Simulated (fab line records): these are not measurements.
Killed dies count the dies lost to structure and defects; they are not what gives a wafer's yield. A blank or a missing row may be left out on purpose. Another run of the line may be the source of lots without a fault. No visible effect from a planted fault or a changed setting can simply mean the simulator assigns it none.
Which tool is to blame? -- flow n5 finfet -- 9 lots, 27 wafers sampled, at 6 steps of a route of 1938

WHAT THE GAUGES SHOWED, per wafer
N5_FIN_CUT_CD_MEAS_08: the cd target is 29.1 nm. Usual: 29.11 nm for cd nm, sd 0.24.
lot,measured,on,cd nm (nm),flag
L569,day 2 03:15,cd sem-03,28.66 29.18 29.23,
L572,day 2 20:36,cd sem-03,28.82 28.71 29.14,
L573,day 3 03:13,cd sem-02,29.24 28.84 29.12,
L574,day 3 09:17,cd sem-03,28.96 29.41 28.58,
L579,day 4 17:41,cd sem-02,27.30 27.47 27.44,OFF
L581,day 5 05:59,cd sem-01,27.72 27.57 27.89,OFF
L582,day 5 13:24,cd sem-03,29.09 29.17 29.21,
L586,day 6 10:36,cd sem-02,29.38 28.98 29.84,
L587,day 6 16:38,cd sem-03,29.12 29.30 29.01,

N5_BEOL_M4_RC_MEAS_101. Usual: DIBL_N 35.9 mV/V, standard deviation 1.8; DIBL_P 36.2 mV/V, standard deviation 2; IOFF_N 0.16 nA/um, standard deviation 0.031; IOFF_P 0.22 nA/um, standard deviation 0.041; ION_N 676 uA/um, standard deviation 11; ION_P 465 uA/um, standard deviation 8.5; SS_N 71.4 mV/dec, standard deviation 0.64; SS_P 73.2 mV/dec, standard deviation 0.7; VT_N 250 mV, standard deviation 3.5; VT_P -250 mV, standard deviation 3.9.
lot,measured,on,DIBL_N (mV/V),DIBL_P (mV/V),IOFF_N (nA/um),IOFF_P (nA/um),ION_N (uA/um),ION_P (uA/um),SS_N (mV/dec),SS_P (mV/dec),VT_N (mV),VT_P (mV),flag
L569,day 8 04:23,prober-01,35.4 36.9 35.3,35.3 37.8 34.9,0.13 0.17 0.14,0.22 0.29 0.23,672 694 674,466 484 476,71.4 71.1 70.7,72.4 73.3 73.0,255 249 252,-249 -244 -246,
L572,day 8 21:01,prober-02,32.6 29.3 34.5,34.6 29.7 34.9,0.12 0.08 0.14,0.18 0.12 0.18,668 652 655,462 450 451,70.5 70.0 71.0,72.7 71.0 71.9,254 260 252,-248 -254 -251,
L573,day 9 03:10,prober-01,36.8 36.2 34.8,36.1 35.4 34.8,0.18 0.15 0.15,0.25 0.24 0.23,681 673 678,471 474 472,72.3 71.4 71.2,73.8 74.1 73.0,249 250 249,-244 -245 -247,
L574,day 9 22:53,prober-02,35.2 36.6 34.1,35.6 37.7 34.7,0.13 0.16 0.12,0.18 0.22 0.16,658 671 672,448 462 462,72.0 72.2 71.5,73.5 73.9 73.3,252 248 252,-258 -254 -255,
L579,day 10 22:18,prober-01,36.8 37.4 38.1,36.0 37.1 37.7,0.13 0.16 0.18,0.19 0.21 0.24,653 679 680,450 465 473,72.2 71.1 72.2,72.7 73.3 73.7,256 248 249,-252 -253 -250,
L581,day 11 03:49,prober-02,35.2 35.5 32.4,36.3 36.5 32.3,0.16 0.17 0.11,0.22 0.22 0.17,689 673 650,471 463 456,71.2 71.4 71.5,74.0 74.3 72.7,249 247 256,-249 -249 -249,
L582,day 11 12:02,prober-01,34.1 33.9 32.4,35.4 34.9 33.7,0.15 0.13 0.12,0.19 0.18 0.16,672 663 674,461 459 463,70.4 71.3 70.7,73.0 72.6 72.8,250 251 251,-252 -253 -255,
L586,day 12 05:52,prober-01,37.3 36.9 38.6,38.5 37.9 39.0,0.21 0.20 0.22,0.24 0.23 0.24,689 689 691,464 468 463,72.4 71.9 71.9,74.3 74.2 74.4,245 244 246,-249 -251 -250,
L587,day 12 20:40,prober-02,36.1 42.1 37.3,35.7 43.3 37.6,0.13 0.29 0.16,0.20 0.37 0.25,661 712 677,461 481 469,70.1 71.9 70.5,73.6 74.9 74.3,252 239 250,-250 -239 -246,

TOOL THAT RAN EACH LOT (tool first, then ch and the chambers of the sampled wafers, then the start)
lot,N5_FIN_SAQP_ETCH_64,N5_FIN_CUT_EXPOSE_05,N5_FIN_CUT_DESCUM_13,N5_FIN_CUT_ETCH_21
L569,"rie si-01 ch 0,1,3, day 2 02:38","euv scanner-02 ch 0, day 2 03:07","rie diel-06 ch 1,3, day 2 03:41","rie diel-06 ch 1,3, day 2 03:46"
L572,"rie si-01 ch 1,2,3, day 2 20:02","euv scanner-01 ch 0, day 2 20:29","rie diel-01 ch 0,3, day 2 20:43","rie diel-01 ch 0,3, day 2 20:49"
L573,"rie si-01 ch 0,3, day 3 02:31","euv scanner-02 ch 0, day 3 03:05","rie diel-01 ch 1,2,3, day 3 03:31","rie diel-01 ch 1,2,3, day 3 03:36"
L574,"rie si-04 ch 0,3, day 3 08:42","euv scanner-02 ch 0, day 3 09:09","rie diel-06 ch 0,2, day 3 09:24","rie diel-06 ch 0,2, day 3 09:29"
L579,"rie si-01 ch 1,2,3, day 4 16:59","euv scanner-02 ch 0, day 4 17:33","rie diel-01 ch 0,1,3, day 4 18:01","rie diel-01 ch 0,1,3, day 4 18:06"
L581,"rie si-03 ch 0,2,3, day 5 05:17","euv scanner-02 ch 0, day 5 05:51","rie diel-06 ch 0,1,2, day 5 06:07","rie diel-06 ch 0,1,2, day 5 06:12"
L582,"rie si-01 ch 0,1,2, day 5 12:43","euv scanner-01 ch 0, day 5 13:16","rie diel-04 ch 2,3, day 5 13:35","rie diel-04 ch 2,3, day 5 13:40"
L586,"rie si-01 ch 1,2, day 6 09:54","euv scanner-01 ch 0, day 6 10:28","rie diel-01 ch 0,1, day 6 10:44","rie diel-01 ch 0,1, day 6 10:49"
L587,"rie si-04 ch 0,1,2, day 6 16:04","euv scanner-01 ch 0, day 6 16:31","rie diel-06 ch 0,3, day 6 16:47","rie diel-06 ch 0,3, day 6 16:52"
- N5_FIN_SAQP_ETCH_64: etches SiO2 in CF4, target depth 1.5 nm.
- N5_FIN_CUT_EXPOSE_05: exposes mask FIN CUT.
- N5_FIN_CUT_DESCUM_13: chemistry O2, time 7 s.
- N5_FIN_CUT_ETCH_21: etches SOC in N2/H2, target depth 219 nm, overetch 43.8 nm, time 523.5 s.

AS READ BY THE TOOLS THEMSELVES (means over the sampled wafers that have a number; for cases with no such wafer, the mark the record gives instead)
N5_FIN_SAQP_ETCH_64. Usual: drypump motor current A 5.47 A, standard deviation 0.26; oes product au 0.989 a.u., standard deviation 0.02; throttle valve pct 21.68 %, standard deviation 0.29.
lot,tool,drypump motor current A (A),oes product au (a.u.),throttle valve pct (%),flag
L569,rie si-01,5.55,0.986,21.64,
L572,rie si-01,5.53,1.002,21.66,
L573,rie si-01,5.51,0.977,21.54,
L574,rie si-04,5.38,0.989,21.81,
L579,rie si-01,5.53,0.985,21.65,
L581,rie si-03,5.54,0.976,21.74,
L582,rie si-01,5.67,1.008,21.79,
L586,rie si-01,5.68,1.019,21.80,
L587,rie si-04,5.24,0.978,21.62,

N5_FIN_CUT_EXPOSE_05. Usual: 45.8 for exposure dose mJ cm2, sd 0.33.
lot,tool,exposure dose mJ cm2,flag
L569,euv scanner-02,45.6,
L572,euv scanner-01,45.7,
L573,euv scanner-02,45.6,
L574,euv scanner-02,45.6,
L579,euv scanner-02,41.8,OFF
L581,euv scanner-02,42.5,OFF
L582,euv scanner-01,46.3,
L586,euv scanner-01,46.3,
L587,euv scanner-01,46.2,

N5_FIN_CUT_DESCUM_13. Usual: drypump motor current A 5.7 A, standard deviation 0.44; o2 flow sccm 225.0 sccm, standard deviation 0.64; oes product au 0.76 a.u., standard deviation 0.061; rf vpp V 243.2 V, standard deviation 1.7; showerhead plenum p Torr 2.10 Torr, standard deviation 0.089; throttle valve pct 20.49 %, standard deviation 0.2.
lot,tool,drypump motor current A (A),o2 flow sccm (sccm),oes product au (a.u.),rf vpp V (V),showerhead plenum p Torr (Torr),throttle valve pct (%),flag
L569,rie diel-06,5.7,225.5,0.80,242.1,1.99,20.25,
L572,rie diel-01,6.0,224.4,0.72,242.3,2.05,20.49,
L573,rie diel-01,5.8,224.7,0.76,243.3,2.12,20.46,
L574,rie diel-06,5.1,225.7,0.72,242.8,2.04,20.51,
L579,rie diel-01,6.2,224.6,0.73,242.9,2.06,20.60,
L581,rie diel-06,5.3,225.1,0.75,241.5,2.02,20.39,
L582,rie diel-04,6.0,224.5,0.77,245.2,2.15,20.36,
L586,rie diel-01,6.3,225.6,0.74,242.0,2.06,20.68,
L587,rie diel-06,5.9,225.0,0.73,243.4,2.12,20.65,

N5_FIN_CUT_ETCH_21. Usual: drypump motor current A 5.7 A, standard deviation 0.44; oes product au 0.70 a.u., standard deviation 0.055; rf vpp V 240.7 V, standard deviation 1.6; showerhead plenum p Torr 2.55 Torr, standard deviation 0.097; throttle valve pct 17.86 %, standard deviation 0.23.
lot,tool,drypump motor current A (A),oes product au (a.u.),rf vpp V (V),showerhead plenum p Torr (Torr),throttle valve pct (%),flag
L569,rie diel-06,5.8,0.74,238.8,2.43,17.78,
L572,rie diel-01,6.0,0.66,239.7,2.49,17.88,
L573,rie diel-01,5.8,0.71,241.8,2.58,17.83,
L574,rie diel-06,5.1,0.67,240.0,2.49,17.94,
L579,rie diel-01,6.1,0.68,240.3,2.49,17.95,
L581,rie diel-06,5.3,0.69,240.0,2.47,17.90,
L582,rie diel-04,6.0,0.71,241.9,2.61,17.68,
L586,rie diel-01,6.3,0.69,239.8,2.50,18.03,
L587,rie diel-06,6.0,0.68,240.8,2.54,17.92,

THE ANSWER, worked out from the rows above alone
Rule: a lot is off if the mean of its wafers that have a number lies more than 3 standard deviations from the usual mean. A lot without any number at a reading at which 4 lots or more have one is off too. Any other lot the step has rows for is counted as sound. First the gauges in route order, then the tools' own readings, where a lot's mean is used as printed above. At the first step where some lot is off, the reading lying furthest off is the one used; lots without a number count as furthest.
Off: L579, L581 (N5_FIN_CUT_CD_MEAS_08, cd nm).
If a tool, at a process step before that reading, ran all the lots that are off and no sound lot after the first of them, it fits. The gauges at N5_FIN_CUT_CD_MEAS_08 aren't tried: what is off there is off at N5_FIN_CUT_EXPOSE_05 too, on other tools, and a gauge's error can't cause that. One fits: N5_FIN_CUT_EXPOSE_05 on euv scanner-02. A fault onset in the window from L574 (day 3 09:09, its last sound lot) to L579 (day 4 17:33, its first lot off) fits.
On the lots that are off, the tool's own readings at N5_FIN_CUT_EXPOSE_05 differ by more than 5 times the standard deviation of the sound lots' means, which bears it out; exposure dose mJ cm2 reads 42.1 there versus 45.9 on the sound lots.

WHAT WAS PUT IN BY THE SIMULATOR
Process parameters drifting: euv scanner-02 at N5_FIN_CUT_EXPOSE_05, beginning at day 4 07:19. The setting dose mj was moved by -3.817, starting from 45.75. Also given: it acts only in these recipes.
Struck lots among those shown: L579, L581. The same result came from the rule above.
